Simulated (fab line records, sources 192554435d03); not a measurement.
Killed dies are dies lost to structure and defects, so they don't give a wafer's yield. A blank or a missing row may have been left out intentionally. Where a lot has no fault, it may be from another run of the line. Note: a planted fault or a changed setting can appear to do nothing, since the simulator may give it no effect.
Which tool was responsible?	flow n5-finfet	24 lots, 72 wafers sampled, at 6 steps of a route of 1938

## WHAT THE GAUGES READ, wafer by wafer
The record lacks any reading of a measuring or inspecting step that a usual standard deviation could be used to judge.

## EACH LOT AND THE TOOL THAT RAN IT (in order: tool; ch and the chambers of the sampled wafers; start)
lot	N5_BEOL_M1_ANNEAL_49	N5_BEOL_M1_SPUTTER_94	N5_BEOL_M1_ANNEAL_95	N5_BEOL_M1_CMP_52	N5_BEOL_M2_ILD_DEP_00	N5_BEOL_M2_HM_DEP_02
L074	pvd-sputter-01, day 6 10:38	pvd-sputter-01, day 6 12:06	pvd-sputter-01, day 6 12:11	cmp-03 ch 1,2,3, day 6 12:53	pecvd-01 ch 1,2, day 6 13:29	pvd-sputter-03, day 6 16:19
L075	pvd-sputter-02, day 6 14:19	pvd-sputter-02, day 6 15:46	pvd-sputter-02, day 6 15:51	cmp-04 ch 0,1,2, day 6 16:29	pecvd-04 ch 0,2, day 6 17:06	pvd-sputter-01, day 6 18:11
L076	pvd-sputter-02, day 6 16:11	pvd-sputter-02, day 6 17:39	pvd-sputter-02, day 6 17:44	cmp-03 ch 0,1,2, day 6 18:28	pecvd-02 ch 0,1, day 6 18:59	pvd-sputter-03, day 6 20:29
L077	pvd-sputter-01, day 7 05:19	pvd-sputter-01, day 7 06:46	pvd-sputter-01, day 7 06:51	cmp-02 ch 0,1,3, day 7 08:09	pecvd-04 ch 0,1,2, day 7 08:46	pvd-sputter-01, day 7 10:19
L078	pvd-sputter-01, day 7 08:13	pvd-sputter-01, day 7 09:40	pvd-sputter-01, day 7 09:45	cmp-03 ch 0,3, day 7 10:23	pecvd-01 ch 0,1,2, day 7 11:02	pvd-sputter-02, day 7 13:13
L079	pvd-sputter-01, day 7 14:30	pvd-sputter-01, day 7 15:58	pvd-sputter-01, day 7 16:02	cmp-02 ch 0,1,2, day 7 16:59	pecvd-02 ch 0,1, day 7 17:32	pvd-sputter-02, day 7 18:32
L080	pvd-sputter-03, day 8 00:21	pvd-sputter-03, day 8 01:49	pvd-sputter-03, day 8 01:53	cmp-03 ch 0,1,3, day 8 02:31	pecvd-01 ch 1,2, day 8 03:10	pvd-sputter-01, day 8 04:25
L081	pvd-sputter-02, day 8 10:55	pvd-sputter-02, day 8 12:22	pvd-sputter-02, day 8 12:27	cmp-03 ch 0,2, day 8 13:07	pecvd-01 ch 1,2, day 8 13:42	pvd-sputter-02, day 8 15:10
L082	pvd-sputter-01, day 8 11:04	pvd-sputter-01, day 8 12:32	pvd-sputter-01, day 8 12:37	cmp-04 ch 0,2, day 8 13:17	pecvd-02 ch 0,1,2, day 8 13:52	pvd-sputter-03, day 8 15:12
L083	pvd-sputter-01, day 8 13:58	pvd-sputter-01, day 8 15:26	pvd-sputter-01, day 8 15:31	cmp-04 ch 0,2,3, day 8 16:16	pecvd-04 ch 0,1, day 8 16:47	pvd-sputter-02, day 8 18:10
L084	pvd-sputter-01, day 8 21:36	pvd-sputter-01, day 8 23:04	pvd-sputter-01, day 8 23:08	cmp-04 ch 2,3, day 8 23:46	pecvd-04 ch 0,2, day 9 00:29	pvd-sputter-03, day 9 01:13
L085	pvd-sputter-03, day 8 22:08	pvd-sputter-03, day 8 23:36	pvd-sputter-03, day 8 23:41	cmp-04 ch 0,2,3, day 9 02:00	pecvd-02 ch 1,2, day 9 03:08	pvd-sputter-01, day 9 04:56
L086	pvd-sputter-03, day 9 13:17	pvd-sputter-03, day 9 14:45	pvd-sputter-03, day 9 14:50	cmp-02 ch 1,3, day 9 15:30	pecvd-02 ch 0,1,2, day 9 16:07	pvd-sputter-02, day 9 17:16
L087	pvd-sputter-02, day 9 14:55	pvd-sputter-02, day 9 16:23	pvd-sputter-02, day 9 16:28	cmp-03 ch 0,2, day 9 17:08	pecvd-02 ch 0,2, day 9 17:43	pvd-sputter-01, day 9 18:41
L088	pvd-sputter-01, day 9 22:46	pvd-sputter-01, day 10 00:14	pvd-sputter-01, day 10 00:19	cmp-02 ch 0,1,2, day 10 01:24	pecvd-02 ch 0,1, day 10 02:01	pvd-sputter-02, day 10 03:23
L089	pvd-sputter-03, day 10 00:34	pvd-sputter-03, day 10 02:01	pvd-sputter-03, day 10 02:06	cmp-04 ch 0,2,3, day 10 02:46	pecvd-04 ch 0,1,2, day 10 03:21	pvd-sputter-02, day 10 04:19
L090	pvd-sputter-01, day 10 17:40	pvd-sputter-01, day 10 19:08	pvd-sputter-01, day 10 19:13	cmp-04 ch 0,1,2, day 10 19:59	pecvd-04 ch 0,1, day 10 20:36	pvd-sputter-03, day 10 21:32
L091	pvd-sputter-02, day 11 01:09	pvd-sputter-02, day 11 02:37	pvd-sputter-02, day 11 02:41	cmp-02 ch 0,1,2, day 11 03:19	pecvd-01 ch 0,1,2, day 11 03:56	pvd-sputter-02, day 11 04:08
L092	pvd-sputter-03, day 11 01:26	pvd-sputter-03, day 11 02:54	pvd-sputter-03, day 11 02:59	cmp-03 ch 0,2,3, day 11 03:46	pecvd-04 ch 0,1, day 11 04:24	pvd-sputter-02, day 11 06:26
L093	pvd-sputter-03, day 11 08:11	pvd-sputter-03, day 11 09:38	pvd-sputter-03, day 11 09:43	cmp-04 ch 0,1,2, day 11 10:22	pecvd-04 ch 1,2, day 11 10:59	pvd-sputter-01, day 11 11:47
L094	pvd-sputter-02, day 11 10:05	pvd-sputter-02, day 11 11:32	pvd-sputter-02, day 11 11:37	cmp-04 ch 1,2,3, day 11 12:20	pecvd-02 ch 0,2, day 11 12:52	pvd-sputter-02, day 11 13:43
L095	pvd-sputter-02, day 11 11:55	pvd-sputter-02, day 11 13:23	pvd-sputter-02, day 11 13:28	cmp-02 ch 2,3, day 11 14:11	pecvd-01 ch 0,1, day 11 14:48	pvd-sputter-01, day 11 17:15
L096	pvd-sputter-03, day 11 22:58	pvd-sputter-03, day 12 00:26	pvd-sputter-03, day 12 00:31	cmp-02 ch 2,3, day 12 01:08	pecvd-02 ch 0,2, day 12 01:46	pvd-sputter-02, day 12 01:55
L097	pvd-sputter-03, day 12 01:52	pvd-sputter-03, day 12 03:19	pvd-sputter-03, day 12 03:24	cmp-04 ch 0,1, day 12 04:02	pecvd-04 ch 0,1,2, day 12 04:40	pvd-sputter-03, day 12 05:28
- N5_BEOL_M1_ANNEAL_49: time 240 s.
- N5_BEOL_M1_SPUTTER_94: material Cu, target thk 4.5 nm, time 8.29 s.
- N5_BEOL_M1_ANNEAL_95: time 240 s.
- N5_BEOL_M1_CMP_52: polishes, stops on SiOC, t overpolish 6.8 s, target thk 40 nm.
- N5_BEOL_M2_ILD_DEP_00: deposits SiOC from DEMS/O2, target thk 79 nm, time 15.3 s.
- N5_BEOL_M2_HM_DEP_02: deposits TiN, target thk 20 nm.

## WHAT THE TOOLS THEMSELVES READ (means of the sampled wafers that have a number; where no wafer has one, the mark that the record gives instead)
N5_BEOL_M1_ANNEAL_49. Usual: heater-power-w 798 W, standard deviation 75.
lot	tool	heater-power-w (W)	flag
L074	pvd-sputter-01	783	
L075	pvd-sputter-02	718	
L076	pvd-sputter-02	767	
L077	pvd-sputter-01	841	
L078	pvd-sputter-01	847	
L079	pvd-sputter-01	843	
L080	pvd-sputter-03	805	
L081	pvd-sputter-02	746	
L082	pvd-sputter-01	840	
L083	pvd-sputter-01	782	
L084	pvd-sputter-01	889	
L085	pvd-sputter-03	853	
L086	pvd-sputter-03	787	
L087	pvd-sputter-02	741	
L088	pvd-sputter-01	799	
L089	pvd-sputter-03	888	
L090	pvd-sputter-01	834	
L091	pvd-sputter-02	771	
L092	pvd-sputter-03	789	
L093	pvd-sputter-03	814	
L094	pvd-sputter-02	696	
L095	pvd-sputter-02	742	
L096	pvd-sputter-03	796	
L097	pvd-sputter-03	751	

N5_BEOL_M1_SPUTTER_94. Usual: chuck-gas-flow-sccm 1.26 sccm, standard deviation 0.05; throttle-valve-pct 29.8 %, standard deviation 0.96.
lot	tool	chuck-gas-flow-sccm (sccm)	throttle-valve-pct (%)	flag
L074	pvd-sputter-01	1.27	30.6	
L075	pvd-sputter-02	1.24	29.7	
L076	pvd-sputter-02	1.24	29.6	
L077	pvd-sputter-01	1.27	30.3	
L078	pvd-sputter-01	1.27	30.1	
L079	pvd-sputter-01	1.26	30.9	
L080	pvd-sputter-03	1.25	29.8	
L081	pvd-sputter-02	1.23	29.1	
L082	pvd-sputter-01	1.22	29.9	
L083	pvd-sputter-01	1.27	30.1	
L084	pvd-sputter-01	1.25	29.6	
L085	pvd-sputter-03	1.25	29.4	
L086	pvd-sputter-03	1.26	30.0	
L087	pvd-sputter-02	1.22	29.2	
L088	pvd-sputter-01	1.31	30.2	
L089	pvd-sputter-03	1.21	28.6	
L090	pvd-sputter-01	1.26	29.7	
L091	pvd-sputter-02	1.29	29.7	
L092	pvd-sputter-03	1.32	30.0	
L093	pvd-sputter-03	1.27	29.5	
L094	pvd-sputter-02	1.31	29.1	
L095	pvd-sputter-02	1.26	29.8	
L096	pvd-sputter-03	1.28	30.0	
L097	pvd-sputter-03	1.25	30.4	

N5_BEOL_M1_ANNEAL_95. Usual: heater-power-w 798 W, standard deviation 76.
lot	tool	heater-power-w (W)	flag
L074	pvd-sputter-01	798	
L075	pvd-sputter-02	724	
L076	pvd-sputter-02	771	
L077	pvd-sputter-01	869	
L078	pvd-sputter-01	836	
L079	pvd-sputter-01	824	
L080	pvd-sputter-03	806	
L081	pvd-sputter-02	753	
L082	pvd-sputter-01	835	
L083	pvd-sputter-01	780	
L084	pvd-sputter-01	882	
L085	pvd-sputter-03	856	
L086	pvd-sputter-03	778	
L087	pvd-sputter-02	748	
L088	pvd-sputter-01	786	
L089	pvd-sputter-03	901	
L090	pvd-sputter-01	823	
L091	pvd-sputter-02	765	
L092	pvd-sputter-03	781	
L093	pvd-sputter-03	821	
L094	pvd-sputter-02	711	
L095	pvd-sputter-02	740	
L096	pvd-sputter-03	799	
L097	pvd-sputter-03	745	

N5_BEOL_M1_CMP_52. Usual: barrier-field-endpoint-s 24.5 s, standard deviation 0.66; motor-current-A 5.9 A, standard deviation 0.6; overpolish-run-s 6.800 s, standard deviation 0.009; retaining-ring-pressure-frac 1.000, standard deviation 0.005; time-to-endpoint-s 62 s, standard deviation 3.6.
lot	tool	barrier-field-endpoint-s (s)	motor-current-A (A)	overpolish-run-s (s)	retaining-ring-pressure-frac	time-to-endpoint-s (s)	flag
L074	cmp-03	24.9	6.1	6.783	1.002	62	
L075	cmp-04	23.9	5.5	6.803	1.001	62	
L076	cmp-03	24.6	5.7	6.801	1.003	60	
L077	cmp-02	24.1	5.7	6.796	0.993	63	
L078	cmp-03	25.1	6.3	6.810	1.002	65	
L079	cmp-02	24.5	5.9	6.799	1.002	64	
L080	cmp-03	24.3	6.0	6.787	1.000	61	
L081	cmp-03	24.6	5.1	6.801	1.002	62	
L082	cmp-04	24.5	5.7	6.799	1.005	62	
L083	cmp-04	24.5	6.1	6.797	1.001	59	
L084	cmp-04	23.4	6.4	6.794	0.997	56	
L085	cmp-04	24.4	5.9	6.801	1.003	60	
L086	cmp-02	24.2	5.6	6.799	1.000	63	
L087	cmp-03	24.4	5.2	6.795	1.003	61	
L088	cmp-02	25.4	6.0	6.801	1.006	66	
L089	cmp-04	24.8	5.9	6.802	1.003	60	
L090	cmp-04	23.8	5.6	6.798	1.001	64	
L091	cmp-02	24.9	6.1	6.804	0.991	66	
L092	cmp-03	24.1	5.8	6.801	1.003	61	
L093	cmp-04	25.0	5.6	6.802	0.999	66	
L094	cmp-04	24.4	6.0	6.806	1.006	61	
L095	cmp-02	24.2	5.8	6.803	1.001	63	
L096	cmp-02	24.9	5.9	6.800	0.997	64	
L097	cmp-04	25.5	5.3	6.798	0.994	63	

N5_BEOL_M2_ILD_DEP_00. Usual: heater-power-w 481 W, standard deviation 47; showerhead-plenum-p-Torr 5.688 Torr, standard deviation 0.021; throttle-valve-pct 11.8 %, standard deviation 0.4.
lot	tool	heater-power-w (W)	showerhead-plenum-p-Torr (Torr)	throttle-valve-pct (%)	flag
L074	pecvd-01	530	5.689	12.1	
L075	pecvd-04	446	5.695	12.0	
L076	pecvd-02	461	5.684	11.7	
L077	pecvd-04	476	5.690	11.7	
L078	pecvd-01	471	5.690	12.0	
L079	pecvd-02	429	5.695	11.7	
L080	pecvd-01	543	5.679	12.2	
L081	pecvd-01	516	5.679	12.5	
L082	pecvd-02	508	5.680	11.8	
L083	pecvd-04	507	5.705	11.8	
L084	pecvd-04	462	5.695	11.9	
L085	pecvd-02	524	5.668	12.0	
L086	pecvd-02	464	5.684	11.8	
L087	pecvd-02	481	5.691	11.8	
L088	pecvd-02	450	5.685	11.6	
L089	pecvd-04	486	5.696	11.7	
L090	pecvd-04	462	5.695	11.8	
L091	pecvd-01	487	5.680	11.9	
L092	pecvd-04	486	5.699	12.2	
L093	pecvd-04	488	5.710	11.4	
L094	pecvd-02	501	5.700	11.8	
L095	pecvd-01	490	5.699	12.0	
L096	pecvd-02	491	5.699	12.0	
L097	pecvd-04	476	5.701	11.8	

N5_BEOL_M2_HM_DEP_02. Usual: throttle-valve-pct 29.6 %, standard deviation 0.98.
lot	tool	throttle-valve-pct (%)	flag
L074	pvd-sputter-03	29.7	
L075	pvd-sputter-01	29.9	
L076	pvd-sputter-03	29.6	
L077	pvd-sputter-01	30.2	
L078	pvd-sputter-02	29.1	
L079	pvd-sputter-02	28.8	
L080	pvd-sputter-01	30.5	
L081	pvd-sputter-02	28.4	
L082	pvd-sputter-03	29.7	
L083	pvd-sputter-02	28.9	
L084	pvd-sputter-03	29.0	
L085	pvd-sputter-01	30.4	
L086	pvd-sputter-02	30.3	
L087	pvd-sputter-01	30.0	
L088	pvd-sputter-02	29.6	
L089	pvd-sputter-02	29.0	
L090	pvd-sputter-03	29.3	
L091	pvd-sputter-02	29.7	
L092	pvd-sputter-02	29.8	
L093	pvd-sputter-01	30.5	
L094	pvd-sputter-02	29.1	
L095	pvd-sputter-01	30.3	
L096	pvd-sputter-02	29.6	
L097	pvd-sputter-03	30.1	

## THE ANSWER, worked out from the rows above alone
Rule: a lot counts as off when the mean over its wafers that have a number is more than 3 standard deviations away from the usual mean. A lot without any number at a reading at which 4 lots or more have one is off too. All remaining lots with rows at the step are treated as sound. The gauges are gone through in route order, then the tools' own readings, and for those a lot's mean is taken as printed above. At the first step where some lot is off, the reading lying furthest off is the one used; lots without a number count as furthest.
Nothing can be told from this: no lot is off at any reading shown.

## WHAT THE SIMULATOR HAD INSERTED
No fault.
